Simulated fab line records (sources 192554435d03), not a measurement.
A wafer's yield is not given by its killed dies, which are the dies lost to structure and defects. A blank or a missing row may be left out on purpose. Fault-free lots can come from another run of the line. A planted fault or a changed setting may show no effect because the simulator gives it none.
Chamber matching    flow n5_finfet    3 sister chambers for N5_BEOL_M7_DEP_56 on pecvd-01
The step deposits SiCN from 3MS/NH3, target thk 10 nm, time 17.5 s. 6 wafers are shown with their chamber, then 7 later ones without.

== EACH WAFER AND ITS CHAMBER ==
wafer   chamber  showerhead_plenum_p_Torr (Torr)  throttle_valve_pct (%)
L077.4  0        3.658                            9.0
L081.1  1        3.649                            10.4
L081.4  2        3.667                            8.7
L081.5  1        3.656                            10.6
L086.1  0        3.656                            9.5
L086.4  2        3.673                            8.6

== WAFERS WHOSE CHAMBER IS MISSING ==
wafer   showerhead_plenum_p_Torr (Torr)  throttle_valve_pct (%)
L086.5  3.658                            10.2
L091.2  3.648                            10.2
L091.3  3.675                            8.7
L091.4  3.679                            8.6
L092.2  3.667                            10.5
L092.4  3.661                            9.3
L092.5  3.685                            8.3

== WHICH CHAMBER EACH ONE RAN IN ==
wafer   from the rows above  in truth
L086.5  1                    1
L091.2  1                    1
L091.3  2                    2
L091.4  2                    2
L092.2  1                    1
L092.4  0                    0
L092.5  2                    2
Placed correctly: 7 of 7. Left unplaced by these rows: 0. Wrongly placed: 0.
How it was worked out, from the rows above alone: a wafer's distance from a chamber is the root of the sum, over the readings, of the square of ((its reading less the chamber's mean) divided by the reading's scatter). If the next closest chamber is less than 2 further off than the closest, the wafer can't be placed; otherwise it belongs to the closest. Each chamber's mean is taken over the wafers shown for it. The scatter: take each reading less its chamber's mean, square it, sum over the shown wafers, divide by the number of wafers less the number of chambers, and take the root.
